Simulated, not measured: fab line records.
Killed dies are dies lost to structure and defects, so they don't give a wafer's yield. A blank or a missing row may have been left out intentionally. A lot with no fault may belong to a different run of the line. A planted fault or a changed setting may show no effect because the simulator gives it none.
fab line records | flow nand-harc
record lots=6 wafers=18 last-day=25
route steps=1159 shown P_ZERO_WELL@35
lots that met no fault: from a run of the same line without faults
start-h: hours from the record's opening day to when the first of the lot's shown wafers began | wait-h: hours elapsed since this lot's preceding step | " the same as in the row above | L1.1+2: several wafers, shown together as one row | - no value, or no start given | * or withheld: withheld | < > ~ a bound
route shown NAME@n: NAME is a module with steps in the file, n the number in the route of the first one | usual: mean/standard deviation taken from wafers without a fault | same: alike in all rows | chamber/n: place in a boat | sites: the reading at each site | _std_site: their standard deviation | _edge_site: inner sites' mean taken away from outer sites' mean | radius-mm: how far each site lies from the wafer's centre | mask NAME#n: copy n | behind: the tool/chamber that last shaped the wafer | hold: cause of the lot's hold/its duration in hours/its outcome | device: transistor that didn't switch, given as n, p or np | end of line: tests run on the same wafers once the route is complete | a step without rows: its recipe alone | killed: dies that structure and defects cost at the first sort, which is not the same as the wafer's yield | map: per-die view of a wafer (x killed, . not killed, _ where there is no die)
set.NAME: the setting the step ran with; set.NAME@STEP: the setting that earlier step ran with | model.NAME: the simulator's own value behind a step, which no gauge read
lots at selected steps of the route; one table per step, one row per wafer
services: from which hour (start-h, from the record's first day; less than 0 if before it) a tool's chamber was out of use, for how many hours, and why
## steps
# step NHARC_P_ZERO_WELL_STRIP_28
# recipe time-s=840 temp-c=130 chemistry=SPM
# step NHARC_P_ZERO_WELL_DEHYDRATE_29
# recipe temp-c=150 time-s=120
# step NHARC_P_ZERO_WELL_HMDS_30
# recipe time-s=30
# step NHARC_P_ZERO_WELL_COAT_31
# recipe spin-rpm=withheld
# step NHARC_P_ZERO_WELL_SOFTBAKE_32
# recipe temp-c=122 time-s=95
# step NHARC_P_ZERO_WELL_EBR_33
# step NHARC_P_ZERO_WELL_EXPOSE_34
# recipe na=0.6 target-cd-nm=720 dose-mj=22.31 mask-id=P_PWELL
# step NHARC_P_ZERO_WELL_PEB_35
# recipe peb-temp-c=118 peb-time-s=85
# step NHARC_P_ZERO_WELL_DEVELOP_36
# recipe time-s=70
# step NHARC_P_ZERO_WELL_CD_MEAS_37
# recipe target-cd-nm=720 landing-energy-ev=500
# usual cd-nm=719.1/2.1
# columns lot.wafer tool chamber start-h wait-h cd-nm
L916.3 cd-sem-02 0 46.25 - 716.6
L916.4 " 0 " " 719.1
L916.6 " 0 " " 718.1
L920.1 cd-sem-02 0 70.42 - 723.5
L920.4 " 0 " " 721.2
L920.6 " 0 " " 721.9
L926.2 cd-sem-01 0 106.12 - 718.2
L926.3 " 0 " " 720.4
L926.6 " 0 " " 718.0
L927.1 cd-sem-02 0 112.14 - 714.1
L927.4 " 0 " " 717.1
L927.5 " 0 " " 715.8
L930.1 cd-sem-02 0 130.09 - 718.4
L930.3 " 0 " " 717.2
L930.6 " 0 " " 716.9
L933.1 cd-sem-02 0 148.39 - 719.8
L933.2 " 0 " " 716.8
L933.4 " 0 " " 717.9
# step NHARC_P_ZERO_WELL_HARDBAKE_38
# recipe temp-c=125 time-s=80
# step NHARC_P_ZERO_WELL_DESCUM_39
# recipe time-s=3 o2-flow-sccm=200 ar-flow-sccm=0 bias-power-w=0 chemistry=O2
# usual chamber-pressure-mTorr=60.00/0.054 drypump-motor-current-A=5.7/0.49 oes-product-au=1.002/0.016 rf-vpp-V=57.9/0.9 showerhead-plenum-p-Torr=1.91/0.067 throttle-valve-pct=11.313/0.0095
# columns lot.wafer tool chamber start-h wait-h chamber-pressure-mTorr drypump-motor-current-A oes-product-au rf-hours-counter-h rf-vpp-V showerhead-plenum-p-Torr throttle-valve-pct
L916.4 rie-diel-07 0 46.42 - 59.96 5.2 1.011 8 59.5 2.01 11.318
L916.3 " 1 " " 60.03 5.6 0.984 9 57.8 1.91 11.312
L916.6 " 0 " " 60.08 5.2 1.019 - 58.0 2.01 11.311
L920.4 rie-diel-07 2 70.60 - 60.03 6.0 1.001 0 57.7 1.82 11.315
L920.1 " 3 " " 60.04 5.9 0.995 0 57.0 1.86 11.327
L920.6 " 0 " " 59.96 5.2 0.997 - 58.5 2.01 11.313
L926.2 rie-diel-07 3 106.27 - 60.01 5.9 0.993 3 58.6 1.86 11.291
L926.3 " 2 " " 59.99 6.0 1.000 3 57.9 1.82 11.314
L926.6 " 0 " " 60.06 5.2 0.996 - 58.5 2.01 11.325
L927.1 rie-diel-06 3 112.29 - 60.04 5.2 1.033 2 57.1 1.97 11.311
L927.4 " 0 " " 59.91 5.0 1.032 2 60.1 1.95 11.324
L927.5 " 3 " " 60.02 5.2 1.024 - 57.5 1.97 11.314
L930.1 rie-diel-06 2 130.25 - 59.93 6.1 0.973 4 58.8 1.84 11.309
L930.3 " 3 " " 59.96 5.2 1.019 3 56.5 1.97 11.313
L930.6 " 3 " " 60.04 5.2 1.024 - 59.2 1.97 11.304
L933.1 rie-diel-07 1 148.55 - 60.06 5.6 1.004 5 58.2 1.90 11.308
L933.2 " 2 " " 59.96 6.0 1.007 5 56.9 1.82 11.320
L933.4 " 3 " " 59.98 5.9 0.990 5 58.0 1.86 11.326
# step NHARC_P_ZERO_WELL_IMPLANT_40
# recipe energy-kev=300 dose-cm2=1e+13 tilt-deg=7
# usual dose-ions-cm2=9.998e+12/1.2e+10 faraday-current-uA=126.4/2.4
# same implant-ion-amu=11
# columns lot.wafer tool chamber start-h wait-h dose-ions-cm2 faraday-current-uA
L916.3 implanter-02 0 46.61 0.2 1.0015e+13 125.2
L916.4 " 0 " " 1.0018e+13 125.2
L916.6 " 0 " " 1.0019e+13 125.5
L920.1 implanter-01 0 70.72 0.1 1.0014e+13 123.2
L920.4 " 0 " " 1.0025e+13 125.9
L920.6 " 0 " " 1.0013e+13 128.8
L926.2 implanter-01 0 106.45 0.2 9.992e+12 125.1
L926.3 " 0 " " 9.981e+12 129.0
L926.6 " 0 " " 9.998e+12 126.7
L927.1 implanter-02 0 112.44 0.1 5.913e+12 75.8
L927.4 " 0 " " 5.92e+12 76.5
L927.5 " 0 " " 5.929e+12 74.9
L930.1 implanter-02 0 130.39 0.1 5.91e+12 78.3
L930.3 " 0 " " 5.904e+12 75.6
L930.6 " 0 " " 5.902e+12 76.7
L933.1 implanter-01 0 148.69 0.1 1.0021e+13 126.8
L933.2 " 0 " " 1.0002e+13 125.4
L933.4 " 0 " " 1.0016e+13 125.4
# step NHARC_P_ZERO_WELL_IMPLANT_59
# recipe energy-kev=120 dose-cm2=5e+12 tilt-deg=7
## services
# columns tool chamber start-h hours kind
rie-diel-07 0 30.20 - clean
rie-diel-07 1 30.20 - clean
rie-diel-07 2 30.20 - clean
rie-diel-07 3 30.20 - clean
rie-diel-07 - 51.20 9.0 pm
rie-diel-07 0 51.20 9.0 vent-cycle
rie-diel-07 1 51.20 9.0 vent-cycle
rie-diel-07 2 51.20 9.0 vent-cycle
rie-diel-07 3 51.20 9.0 vent-cycle
rie-diel-06 0 55.25 6.2 repair
implanter-01 - 58.95 3.2 repair
rie-diel-07 0 60.20 - clean
rie-diel-07 1 60.20 - clean
rie-diel-07 2 60.20 - clean
rie-diel-07 3 60.20 - clean
rie-diel-06 - 61.91 1.8 repair
rie-diel-06 - 64.20 9.0 pm
rie-diel-07 0 84.70 - clean
implanter-02 - 85.00 13.0 pm
implanter-01 - 104.77 0.9 repair
implanter-02 - 121.14 1.1 repair
rie-diel-07 - 127.27 1.9 repair
implanter-01 - 134.49 3.3 repair
rie-diel-07 3 143.31 2.9 repair
## key
first-sign step=NHARC_P_ZERO_WELL_IMPLANT_40 reading=dose-ions-cm2 direction=down sigmas=99+ usual=9.998e+12 struck=5.913e+12
effect step=NHARC_P_ZERO_WELL_IMPLANT_40 reading=faraday-current-uA direction=down sigmas=21 usual=126.4 struck=76.3
met-at NHARC_P_ZERO_WELL_IMPLANT_40
struck-wafers L927.1,L927.4,L927.5,L930.1,L930.3,L930.6
tester-left-out L927,L930
onset-between 46.61 112.44
fault kind=process-parameter-drift tool=implanter-02 chamber=- onset-h=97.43 steps=NHARC_P_ZERO_WELL_IMPLANT_40 channel=dose-cm2 offset=-4.0811e+12 shape=step end-h=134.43 acts-in=these-recipes-only stated=1e+13
# tester-left-out: of these lots the tester's yield and bins aren't shown, on N5 and GAA mostly nor the transistor test; their killed dies are dies lost to structure and defects alone, not to doping, threshold or leakage, so they don't give the yield
